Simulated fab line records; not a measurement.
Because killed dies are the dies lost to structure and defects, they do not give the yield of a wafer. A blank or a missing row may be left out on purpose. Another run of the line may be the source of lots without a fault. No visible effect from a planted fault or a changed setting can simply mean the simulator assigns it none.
Which tool is to blame? :: flow n5Finfet :: Sampling: 24 lots, 72 wafers, 5 of 1938 route steps

WHAT EACH GAUGE READ, for each wafer
N5_SD_EPI_N_OVL_MEAS_10.
lot: L074
measured: day 3 00:41
on: overlay-02
SD_N_BLK_OVL (nm): -0.1 -0.2 -0.8

lot: L075
measured: day 3 07:02
on: overlay-02
SD_N_BLK_OVL (nm): -2.0 -1.5 -1.3

lot: L076
measured: day 3 13:04
on: overlay-02
SD_N_BLK_OVL (nm): 1.1 1.2 0.0

lot: L077
measured: day 3 18:36
on: overlay-02
SD_N_BLK_OVL (nm): -0.5 0.4 0.1

lot: L078
measured: day 4 02:01
on: overlay-01
SD_N_BLK_OVL (nm): 0.4 0.5 -0.9

lot: L079
measured: day 4 09:02
on: overlay-01
SD_N_BLK_OVL (nm): -0.7 -0.5 0.7

lot: L080
measured: day 4 17:14
on: overlay-02
SD_N_BLK_OVL (nm): -0.4 -1.0 0.2

lot: L081
measured: day 4 18:29
on: overlay-02
SD_N_BLK_OVL (nm): -0.9 -1.0 -1.0

lot: L082
measured: day 5 04:02
on: overlay-01
SD_N_BLK_OVL (nm): 0.0 -1.3 -0.4

lot: L083
measured: day 5 08:49
on: overlay-01
SD_N_BLK_OVL (nm): 0.1 0.1 -0.7

lot: L084
measured: day 5 12:47
on: overlay-01
SD_N_BLK_OVL (nm): -1.5 0.0 0.4

lot: L085
measured: day 5 20:25
on: overlay-02
SD_N_BLK_OVL (nm): -0.6 -0.9 0.2

lot: L086
measured: day 6 01:07
on: overlay-02
SD_N_BLK_OVL (nm): -1.4 -2.1 -0.9

lot: L087
measured: day 6 06:35
on: overlay-01
SD_N_BLK_OVL (nm): -1.1 -1.3 -0.5

lot: L088
measured: day 6 12:40
on: overlay-01
SD_N_BLK_OVL (nm): 0.1 0.2 -0.2

lot: L089
measured: day 6 19:28
on: overlay-01
SD_N_BLK_OVL (nm): -0.2 -0.3 -1.1

lot: L090
measured: day 7 00:54
on: overlay-01
SD_N_BLK_OVL (nm): -0.3 -0.6 -0.9

lot: L091
measured: day 7 08:28
on: overlay-02
SD_N_BLK_OVL (nm): 0.1 -0.7 0.3

lot: L092
measured: day 7 13:59
on: overlay-02
SD_N_BLK_OVL (nm): -0.1 -0.7 -1.2

lot: L093
measured: day 7 20:49
on: overlay-02
SD_N_BLK_OVL (nm): -1.3 -1.9 -1.2

lot: L094
measured: day 8 00:31
on: overlay-02
SD_N_BLK_OVL (nm): 0.7 1.6 0.7

lot: L095
measured: day 8 06:27
on: overlay-02
SD_N_BLK_OVL (nm): -1.0 -0.4 -0.2

lot: L096
measured: day 8 19:50
on: overlay-02
SD_N_BLK_OVL (nm): 0.0 0.4 0.4

lot: L097
measured: day 9 01:04
on: overlay-01
SD_N_BLK_OVL (nm): -2.1 -1.3 -2.3

N5_SDB_OVL_MEAS_12.
lot: L074
measured: day 3 19:20
on: overlay-02
SDB_OVL (nm): -0.3 -1.2 -0.5

lot: L075
measured: day 3 23:28
on: overlay-02
SDB_OVL (nm): 0.1 -0.4 0.2

lot: L076
measured: day 4 04:47
on: overlay-02
SDB_OVL (nm): -1.2 -0.4 -0.5

lot: L077
measured: day 4 11:55
on: overlay-01
SDB_OVL (nm): 0.3 0.9 0.9

lot: L078
measured: day 4 19:18
on: overlay-02
SDB_OVL (nm): 0.4 0.1 -0.8

lot: L079
measured: day 5 02:16
on: overlay-02
SDB_OVL (nm): -0.5 -0.4 0.1

lot: L080
measured: day 5 09:00
on: overlay-01
SDB_OVL (nm): -2.0 -1.0 -1.1

lot: L081
measured: day 5 12:22
on: overlay-01
SDB_OVL (nm): -0.5 -0.3 -0.8

lot: L082
measured: day 5 20:56
on: overlay-01
SDB_OVL (nm): -0.8 0.0 -1.0

lot: L083
measured: day 6 02:56
on: overlay-02
SDB_OVL (nm): -0.6 -0.2 -0.5

lot: L084
measured: day 6 04:41
on: overlay-01
SDB_OVL (nm): -1.8 -0.3 -0.9

lot: L085
measured: day 6 12:23
on: overlay-01
SDB_OVL (nm): -0.7 -1.2 -0.3

lot: L086
measured: day 6 16:59
on: overlay-02
SDB_OVL (nm): -0.9 -0.1 -0.5

lot: L087
measured: day 6 22:47
on: overlay-02
SDB_OVL (nm): -2.4 -0.8 -1.5

lot: L088
measured: day 7 05:11
on: overlay-02
SDB_OVL (nm): -0.3 -0.3 0.5

lot: L089
measured: day 7 11:37
on: overlay-01
SDB_OVL (nm): 0.0 -1.0 0.7

lot: L090
measured: day 7 16:53
on: overlay-02
SDB_OVL (nm): -0.7 0.0 -1.0

lot: L091
measured: day 8 00:24
on: overlay-01
SDB_OVL (nm): 0.4 0.4 0.0

lot: L092
measured: day 8 05:50
on: overlay-02
SDB_OVL (nm): -2.1 -2.0 -0.8

lot: L093
measured: day 8 14:49
on: overlay-01
SDB_OVL (nm): -0.5 -0.6 0.4

lot: L094
measured: day 8 18:08
on: overlay-02
SDB_OVL (nm): -1.0 -1.0 -1.8

lot: L095
measured: day 8 22:13
on: overlay-01
SDB_OVL (nm): -0.2 -0.3 0.1

lot: L096
measured: day 9 12:36
on: overlay-02
SDB_OVL (nm): -0.2 0.9 -0.1

lot: L097
measured: day 9 18:51
on: overlay-01
SDB_OVL (nm): 0.7 1.4 0.3

N5_SDB_INSPECT_36: inspects for defects (darkfield).
lot: L074
measured: day 4 00:32
on: defectInspect-02
rawDefectCount: 39 43 46

lot: L075
measured: day 4 03:26
on: defectInspect-01
rawDefectCount: 40 55 23

lot: L076
measured: day 4 08:41
on: defectInspect-01
rawDefectCount: 47 62 66

lot: L077
measured: day 4 15:52
on: defectInspect-01
rawDefectCount: 85 118 38

lot: L078
measured: day 5 00:55
on: defectInspect-01
rawDefectCount: 17 45 52

lot: L079
measured: day 5 06:45
on: defectInspect-01
rawDefectCount: 41 34 35

lot: L080
measured: day 5 13:46
on: defectInspect-02
rawDefectCount: 38 20 28

lot: L081
measured: day 5 16:50
on: defectInspect-02
rawDefectCount: 58 51 28

lot: L082
measured: day 6 02:12
on: defectInspect-01
rawDefectCount: 35 35 41

lot: L083
measured: day 6 06:52
on: defectInspect-02
rawDefectCount: 39 24 39

lot: L084
measured: day 6 09:14
on: defectInspect-01
rawDefectCount: 26 12 34

lot: L085
measured: day 6 16:58
on: defectInspect-02
rawDefectCount: 32 40 36

lot: L086
measured: day 6 20:59
on: defectInspect-01
rawDefectCount: 57 65 51

lot: L087
measured: day 7 03:06
on: defectInspect-01
rawDefectCount: 52 31 39

lot: L088
measured: day 7 09:07
on: defectInspect-01
rawDefectCount: 7 20 33

lot: L089
measured: day 7 15:34
on: defectInspect-02
rawDefectCount: 36 16 26

lot: L090
measured: day 7 20:51
on: defectInspect-01
rawDefectCount: 24 26 32

lot: L091
measured: day 8 04:31
on: defectInspect-02
rawDefectCount: 29 37 30

lot: L092
measured: day 8 10:11
on: defectInspect-01
rawDefectCount: 29 11 31

lot: L093
measured: day 8 18:55
on: defectInspect-02
rawDefectCount: 48 28 45

lot: L094
measured: day 8 23:02
on: defectInspect-01
rawDefectCount: 125 61 58

lot: L095
measured: day 9 02:33
on: defectInspect-02
rawDefectCount: 34 30 25

lot: L096
measured: day 9 16:31
on: defectInspect-01
rawDefectCount: 16 47 26

lot: L097
measured: day 9 22:50
on: defectInspect-01
rawDefectCount: 58 63 63

WHAT TOOL EACH LOT RAN ON (gives the tool, then ch and the chambers of the sampled wafers, and finally the start)
lot: L074
N5_SD_EPI_N_SD_RECESS_17: rieSi-03 ch 1,3, day 3 01:25
N5_SD_EPI_P_ETCH_47: rieDiel-03 ch 1,2, day 3 06:32

lot: L075
N5_SD_EPI_N_SD_RECESS_17: rieSi-03 ch 0,2,3, day 3 08:16
N5_SD_EPI_P_ETCH_47: rieDiel-03 ch 0,2, day 3 12:31

lot: L076
N5_SD_EPI_N_SD_RECESS_17: rieSi-03 ch 0,1,2, day 3 13:48
N5_SD_EPI_P_ETCH_47: rieDiel-01 ch 0,1,3, day 3 18:02

lot: L077
N5_SD_EPI_N_SD_RECESS_17: rieSi-03 ch 0,1,2, day 3 20:40
N5_SD_EPI_P_ETCH_47: rieDiel-01 ch 0,1, day 4 00:56

lot: L078
N5_SD_EPI_N_SD_RECESS_17: rieSi-03 ch 0,2,3, day 4 02:46
N5_SD_EPI_P_ETCH_47: rieDiel-02 ch 0,2, day 4 07:36

lot: L079
N5_SD_EPI_N_SD_RECESS_17: rieSi-03 ch 0,1,3, day 4 09:52
N5_SD_EPI_P_ETCH_47: rieDiel-01 ch 0,1,2, day 4 14:07

lot: L080
N5_SD_EPI_N_SD_RECESS_17: rieSi-06 ch 0,3, day 4 17:59
N5_SD_EPI_P_ETCH_47: rieDiel-03 ch 2,3, day 4 22:11

lot: L081
N5_SD_EPI_N_SD_RECESS_17: rieSi-06 ch 0,2, day 4 20:40
N5_SD_EPI_P_ETCH_47: rieDiel-03 ch 1,2,3, day 5 01:31

lot: L082
N5_SD_EPI_N_SD_RECESS_17: rieSi-03 ch 0,1,3, day 5 04:47
N5_SD_EPI_P_ETCH_47: rieDiel-01 ch 0,1,3, day 5 09:02

lot: L083
N5_SD_EPI_N_SD_RECESS_17: rieSi-05 ch 0,1,3, day 5 09:34
N5_SD_EPI_P_ETCH_47: rieDiel-02 ch 1,3, day 5 13:58

lot: L084
N5_SD_EPI_N_SD_RECESS_17: rieSi-06 ch 0,2,3, day 5 13:32
N5_SD_EPI_P_ETCH_47: rieDiel-01 ch 1,2,3, day 5 17:47

lot: L085
N5_SD_EPI_N_SD_RECESS_17: rieSi-05 ch 0,2,3, day 5 21:10
N5_SD_EPI_P_ETCH_47: rieDiel-03 ch 1,3, day 6 01:19

lot: L086
N5_SD_EPI_N_SD_RECESS_17: rieSi-06 ch 0,1,3, day 6 01:52
N5_SD_EPI_P_ETCH_47: rieDiel-03 ch 0,2,3, day 6 06:10

lot: L087
N5_SD_EPI_N_SD_RECESS_17: rieSi-03 ch 1,2,3, day 6 07:22
N5_SD_EPI_P_ETCH_47: rieDiel-01 ch 1,2, day 6 11:48

lot: L088
N5_SD_EPI_N_SD_RECESS_17: rieSi-06 ch 1,2,3, day 6 13:24
N5_SD_EPI_P_ETCH_47: rieDiel-01 ch 1,2, day 6 18:16

lot: L089
N5_SD_EPI_N_SD_RECESS_17: rieSi-03 ch 1,2,3, day 6 20:13
N5_SD_EPI_P_ETCH_47: rieDiel-03 ch 0,1, day 7 00:29

lot: L090
N5_SD_EPI_N_SD_RECESS_17: rieSi-06 ch 1,2, day 7 01:38
N5_SD_EPI_P_ETCH_47: rieDiel-02 ch 0,1,3, day 7 05:54

lot: L091
N5_SD_EPI_N_SD_RECESS_17: rieSi-06 ch 0,1,3, day 7 09:13
N5_SD_EPI_P_ETCH_47: rieDiel-01 ch 0,1,2, day 7 13:33

lot: L092
N5_SD_EPI_N_SD_RECESS_17: rieSi-03 ch 0,1,2, day 7 14:44
N5_SD_EPI_P_ETCH_47: rieDiel-03 ch 0,1, day 7 19:01

lot: L093
N5_SD_EPI_N_SD_RECESS_17: rieSi-06 ch 0,2,3, day 7 21:51
N5_SD_EPI_P_ETCH_47: rieDiel-02 ch 0,2, day 8 01:59

lot: L094
N5_SD_EPI_N_SD_RECESS_17: rieSi-03 ch 0,2,3, day 8 01:34
N5_SD_EPI_P_ETCH_47: rieDiel-02 ch 0,1,2, day 8 06:15

lot: L095
N5_SD_EPI_N_SD_RECESS_17: rieSi-06 ch 0,1,3, day 8 07:20
N5_SD_EPI_P_ETCH_47: rieDiel-02 ch 0,1,2, day 8 11:28

lot: L096
N5_SD_EPI_N_SD_RECESS_17: rieSi-05 ch 1,2,3, day 8 20:34
N5_SD_EPI_P_ETCH_47: rieDiel-03 ch 0,1,2, day 9 00:48

lot: L097
N5_SD_EPI_N_SD_RECESS_17: rieSi-05 ch 1,2, day 9 02:26
N5_SD_EPI_P_ETCH_47: rieDiel-02 ch 0,3, day 9 06:42
- N5_SD_EPI_N_SD_RECESS_17: chemistry HBr/Cl2/O2, target depth 41 nm, time 23.7 s, bt time 3 s.
- N5_SD_EPI_P_ETCH_47: etches SiOCN in CH3F/O2, target depth 25 nm.

WHAT THE TOOLS THEMSELVES READ (means of the sampled wafers that have a number; where no wafer has one, the mark that the record gives instead)
N5_SD_EPI_N_SD_RECESS_17.
lot: L074
tool: rieSi-03
biasW (W): 111.7
drypumpMotorCurrentA (A): 5.7
mfcCl2Sccm (sccm): 80.00
oesProductAu (a.u.): 0.993
rfFwdPowerW (W): 794.4
throttleValvePct (%): 37.1

lot: L075
tool: rieSi-03
biasW (W): 112.2
drypumpMotorCurrentA (A): 5.4
mfcCl2Sccm (sccm): 80.13
oesProductAu (a.u.): 0.994
rfFwdPowerW (W): 798.6
throttleValvePct (%): 37.2

lot: L076
tool: rieSi-03
biasW (W): 112.0
drypumpMotorCurrentA (A): 5.7
mfcCl2Sccm (sccm): 79.94
oesProductAu (a.u.): 0.997
rfFwdPowerW (W): 795.8
throttleValvePct (%): 37.3

lot: L077
tool: rieSi-03
biasW (W): 112.0
drypumpMotorCurrentA (A): 5.7
mfcCl2Sccm (sccm): 79.98
oesProductAu (a.u.): 1.002
rfFwdPowerW (W): 796.2
throttleValvePct (%): 37.3

lot: L078
tool: rieSi-03
biasW (W): 112.2
drypumpMotorCurrentA (A): 5.4
mfcCl2Sccm (sccm): 80.12
oesProductAu (a.u.): 0.999
rfFwdPowerW (W): 794.0
throttleValvePct (%): 37.2

lot: L079
tool: rieSi-03
biasW (W): 112.0
drypumpMotorCurrentA (A): 5.5
mfcCl2Sccm (sccm): 80.07
oesProductAu (a.u.): 0.993
rfFwdPowerW (W): 796.9
throttleValvePct (%): 37.2

lot: L080
tool: rieSi-06
biasW (W): 111.9
drypumpMotorCurrentA (A): 5.2
mfcCl2Sccm (sccm): 79.81
oesProductAu (a.u.): 1.012
rfFwdPowerW (W): 793.7
throttleValvePct (%): 37.3

lot: L081
tool: rieSi-06
biasW (W): 111.9
drypumpMotorCurrentA (A): 5.8
mfcCl2Sccm (sccm): 79.84
oesProductAu (a.u.): 1.001
rfFwdPowerW (W): 795.0
throttleValvePct (%): 37.1

lot: L082
tool: rieSi-03
biasW (W): 111.9
drypumpMotorCurrentA (A): 5.5
mfcCl2Sccm (sccm): 79.96
oesProductAu (a.u.): 0.995
rfFwdPowerW (W): 797.5
throttleValvePct (%): 37.2

lot: L083
tool: rieSi-05
biasW (W): 112.1
drypumpMotorCurrentA (A): 5.6
mfcCl2Sccm (sccm): 80.01
oesProductAu (a.u.): 0.994
rfFwdPowerW (W): 796.4
throttleValvePct (%): 37.4

lot: L084
tool: rieSi-06
biasW (W): 112.1
drypumpMotorCurrentA (A): 5.5
mfcCl2Sccm (sccm): 80.13
oesProductAu (a.u.): 0.999
rfFwdPowerW (W): 794.2
throttleValvePct (%): 37.0

lot: L085
tool: rieSi-05
biasW (W): 111.8
drypumpMotorCurrentA (A): 5.7
mfcCl2Sccm (sccm): 80.15
oesProductAu (a.u.): 1.003
rfFwdPowerW (W): 795.4
throttleValvePct (%): 37.0

lot: L086
tool: rieSi-06
biasW (W): 111.9
drypumpMotorCurrentA (A): 5.6
mfcCl2Sccm (sccm): 80.20
oesProductAu (a.u.): 1.016
rfFwdPowerW (W): 797.5
throttleValvePct (%): 37.3

lot: L087
tool: rieSi-03
biasW (W): 112.1
drypumpMotorCurrentA (A): 5.7
mfcCl2Sccm (sccm): 80.13
oesProductAu (a.u.): 0.996
rfFwdPowerW (W): 796.7
throttleValvePct (%): 37.1

lot: L088
tool: rieSi-06
biasW (W): 111.9
drypumpMotorCurrentA (A): 5.4
mfcCl2Sccm (sccm): 79.90
oesProductAu (a.u.): 1.016
rfFwdPowerW (W): 793.4
throttleValvePct (%): 36.9

lot: L089
tool: rieSi-03
biasW (W): 112.1
drypumpMotorCurrentA (A): 5.7
mfcCl2Sccm (sccm): 80.18
oesProductAu (a.u.): 0.991
rfFwdPowerW (W): 797.7
throttleValvePct (%): 37.1

lot: L090
tool: rieSi-06
biasW (W): 112.2
drypumpMotorCurrentA (A): 5.6
mfcCl2Sccm (sccm): 80.12
oesProductAu (a.u.): 1.002
rfFwdPowerW (W): 790.0
throttleValvePct (%): 36.6

lot: L091
tool: rieSi-06
biasW (W): 112.1
drypumpMotorCurrentA (A): 5.5
mfcCl2Sccm (sccm): 79.96
oesProductAu (a.u.): 1.014
rfFwdPowerW (W): 795.2
throttleValvePct (%): 37.3

lot: L092
tool: rieSi-03
biasW (W): 111.9
drypumpMotorCurrentA (A): 5.7
mfcCl2Sccm (sccm): 79.96
oesProductAu (a.u.): 0.998
rfFwdPowerW (W): 797.8
throttleValvePct (%): 37.3

lot: L093
tool: rieSi-06
biasW (W): 111.6
drypumpMotorCurrentA (A): 5.5
mfcCl2Sccm (sccm): 80.18
oesProductAu (a.u.): 0.999
rfFwdPowerW (W): 794.5
throttleValvePct (%): 37.0

lot: L094
tool: rieSi-03
biasW (W): 111.7
drypumpMotorCurrentA (A): 5.4
mfcCl2Sccm (sccm): 79.89
oesProductAu (a.u.): 0.998
rfFwdPowerW (W): 794.4
throttleValvePct (%): 37.1

lot: L095
tool: rieSi-06
biasW (W): 111.8
drypumpMotorCurrentA (A): 5.6
mfcCl2Sccm (sccm): 79.96
oesProductAu (a.u.): 1.010
rfFwdPowerW (W): 795.5
throttleValvePct (%): 37.3

lot: L096
tool: rieSi-05
biasW (W): 112.4
drypumpMotorCurrentA (A): 5.5
mfcCl2Sccm (sccm): 80.09
oesProductAu (a.u.): 0.995
rfFwdPowerW (W): 794.7
throttleValvePct (%): 37.0

lot: L097
tool: rieSi-05
biasW (W): 112.2
drypumpMotorCurrentA (A): 5.6
mfcCl2Sccm (sccm): 80.01
oesProductAu (a.u.): 1.008
rfFwdPowerW (W): 796.2
throttleValvePct (%): 36.8

N5_SD_EPI_P_ETCH_47.
lot: L074
tool: rieDiel-03
biasW (W): 28.92
drypumpMotorCurrentA (A): 5.9
oesProductAu (a.u.): 0.75
rfFwdPowerW (W): 407.3
rfVppV (V): 126
showerheadPlenumPTorr (Torr): 2.00
throttleValvePct (%): 16.42

lot: L075
tool: rieDiel-03
biasW (W): 28.96
drypumpMotorCurrentA (A): 6.2
oesProductAu (a.u.): 0.77
rfFwdPowerW (W): 407.5
rfVppV (V): 126
showerheadPlenumPTorr (Torr): 2.06
throttleValvePct (%): 16.15

lot: L076
tool: rieDiel-01
biasW (W): 28.97
drypumpMotorCurrentA (A): 5.7
oesProductAu (a.u.): 0.72
rfFwdPowerW (W): 407.6
rfVppV (V): 124
showerheadPlenumPTorr (Torr): 2.01
throttleValvePct (%): 16.26

lot: L077
tool: rieDiel-01
biasW (W): 29.01
drypumpMotorCurrentA (A): 5.3
oesProductAu (a.u.): 0.75
rfFwdPowerW (W): 410.0
rfVppV (V): 123
showerheadPlenumPTorr (Torr): 2.05
throttleValvePct (%): 16.24

lot: L078
tool: rieDiel-02
biasW (W): 29.04
drypumpMotorCurrentA (A): 5.9
oesProductAu (a.u.): 0.76
rfFwdPowerW (W): 409.0
rfVppV (V): 129
showerheadPlenumPTorr (Torr): 2.07
throttleValvePct (%): 16.41

lot: L079
tool: rieDiel-01
biasW (W): 28.96
drypumpMotorCurrentA (A): 5.4
oesProductAu (a.u.): 0.79
rfFwdPowerW (W): 408.6
rfVppV (V): 124
showerheadPlenumPTorr (Torr): 2.03
throttleValvePct (%): 16.27

lot: L080
tool: rieDiel-03
biasW (W): 29.04
drypumpMotorCurrentA (A): 6.4
oesProductAu (a.u.): 0.82
rfFwdPowerW (W): 408.4
rfVppV (V): 130
showerheadPlenumPTorr (Torr): 2.05
throttleValvePct (%): 16.21

lot: L081
tool: rieDiel-03
biasW (W): 28.94
drypumpMotorCurrentA (A): 6.2
oesProductAu (a.u.): 0.81
rfFwdPowerW (W): 409.7
rfVppV (V): 127
showerheadPlenumPTorr (Torr): 2.04
throttleValvePct (%): 16.31

lot: L082
tool: rieDiel-01
biasW (W): 28.91
drypumpMotorCurrentA (A): 5.7
oesProductAu (a.u.): 0.70
rfFwdPowerW (W): 409.2
rfVppV (V): 124
showerheadPlenumPTorr (Torr): 2.01
throttleValvePct (%): 16.28

lot: L083
tool: rieDiel-02
biasW (W): 28.90
drypumpMotorCurrentA (A): 5.7
oesProductAu (a.u.): 0.72
rfFwdPowerW (W): 407.5
rfVppV (V): 126
showerheadPlenumPTorr (Torr): 1.95
throttleValvePct (%): 16.65

lot: L084
tool: rieDiel-01
biasW (W): 28.94
drypumpMotorCurrentA (A): 5.8
oesProductAu (a.u.): 0.76
rfFwdPowerW (W): 408.8
rfVppV (V): 126
showerheadPlenumPTorr (Torr): 1.99
throttleValvePct (%): 16.33

lot: L085
tool: rieDiel-03
biasW (W): 29.03
drypumpMotorCurrentA (A): 6.3
oesProductAu (a.u.): 0.86
rfFwdPowerW (W): 408.3
rfVppV (V): 127
showerheadPlenumPTorr (Torr): 2.09
throttleValvePct (%): 16.25

lot: L086
tool: rieDiel-03
biasW (W): 28.93
drypumpMotorCurrentA (A): 6.3
oesProductAu (a.u.): 0.81
rfFwdPowerW (W): 408.0
rfVppV (V): 127
showerheadPlenumPTorr (Torr): 2.07
throttleValvePct (%): 16.18

lot: L087
tool: rieDiel-01
biasW (W): 29.04
drypumpMotorCurrentA (A): 5.5
oesProductAu (a.u.): 0.82
rfFwdPowerW (W): 408.4
rfVppV (V): 127
showerheadPlenumPTorr (Torr): 2.00
throttleValvePct (%): 16.36

lot: L088
tool: rieDiel-01
biasW (W): 28.89
drypumpMotorCurrentA (A): 5.5
oesProductAu (a.u.): 0.82
rfFwdPowerW (W): 409.8
rfVppV (V): 127
showerheadPlenumPTorr (Torr): 2.00
throttleValvePct (%): 16.36

lot: L089
tool: rieDiel-03
biasW (W): 28.98
drypumpMotorCurrentA (A): 5.8
oesProductAu (a.u.): 0.73
rfFwdPowerW (W): 407.0
rfVppV (V): 124
showerheadPlenumPTorr (Torr): 2.02
throttleValvePct (%): 16.42

lot: L090
tool: rieDiel-02
biasW (W): 28.99
drypumpMotorCurrentA (A): 5.8
oesProductAu (a.u.): 0.71
rfFwdPowerW (W): 408.8
rfVppV (V): 130
showerheadPlenumPTorr (Torr): 1.98
throttleValvePct (%): 16.61

lot: L091
tool: rieDiel-01
biasW (W): 29.06
drypumpMotorCurrentA (A): 5.4
oesProductAu (a.u.): 0.76
rfFwdPowerW (W): 408.4
rfVppV (V): 125
showerheadPlenumPTorr (Torr): 2.02
throttleValvePct (%): 16.32

lot: L092
tool: rieDiel-03
biasW (W): 29.08
drypumpMotorCurrentA (A): 6.0
oesProductAu (a.u.): 0.74
rfFwdPowerW (W): 408.6
rfVppV (V): 124
showerheadPlenumPTorr (Torr): 2.04
throttleValvePct (%): 16.29

lot: L093
tool: rieDiel-02
biasW (W): 29.05
drypumpMotorCurrentA (A): 6.0
oesProductAu (a.u.): 0.74
rfFwdPowerW (W): 408.7
rfVppV (V): 128
showerheadPlenumPTorr (Torr): 2.06
throttleValvePct (%): 16.47

lot: L094
tool: rieDiel-02
biasW (W): 29.07
drypumpMotorCurrentA (A): 5.9
oesProductAu (a.u.): 0.72
rfFwdPowerW (W): 409.7
rfVppV (V): 126
showerheadPlenumPTorr (Torr): 2.01
throttleValvePct (%): 16.54

lot: L095
tool: rieDiel-02
biasW (W): 29.03
drypumpMotorCurrentA (A): 5.9
oesProductAu (a.u.): 0.72
rfFwdPowerW (W): 407.6
rfVppV (V): 127
showerheadPlenumPTorr (Torr): 2.01
throttleValvePct (%): 16.55

lot: L096
tool: rieDiel-03
biasW (W): 29.03
drypumpMotorCurrentA (A): 6.1
oesProductAu (a.u.): 0.72
rfFwdPowerW (W): 407.4
rfVppV (V): 126
showerheadPlenumPTorr (Torr): 2.01
throttleValvePct (%): 16.36

lot: L097
tool: rieDiel-02
biasW (W): 28.99
drypumpMotorCurrentA (A): 5.8
oesProductAu (a.u.): 0.69
rfFwdPowerW (W): 407.5
rfVppV (V): 133
showerheadPlenumPTorr (Torr): 1.99
throttleValvePct (%): 16.67

THE ANSWER, worked out from the rows above alone
Rule: usual is defined by the lots themselves. Put in order of their means at a reading, lots are off if they are a third of the lots or fewer, leave a main group of 4 or more, and stand apart from it by a gap of 3 or more times the standard deviation of the main group's means; of several such gaps the widest counts. A main group is skipped when, at the precision printed for the reading in the tables above, its means are all equal. A lot without any number at a reading at which 4 lots or more have one is off too. All remaining lots with rows at the step are treated as sound. Order of review: gauges by route order, followed by the tools' own readings, for which a lot's mean as printed above is used. The first step at which some lot is off is used, and at that step the reading that is off furthest; a lot without a number counts as furthest.
None of the lots is off at any reading shown; this tells nothing.

WHAT THE SIMULATOR PUT IN
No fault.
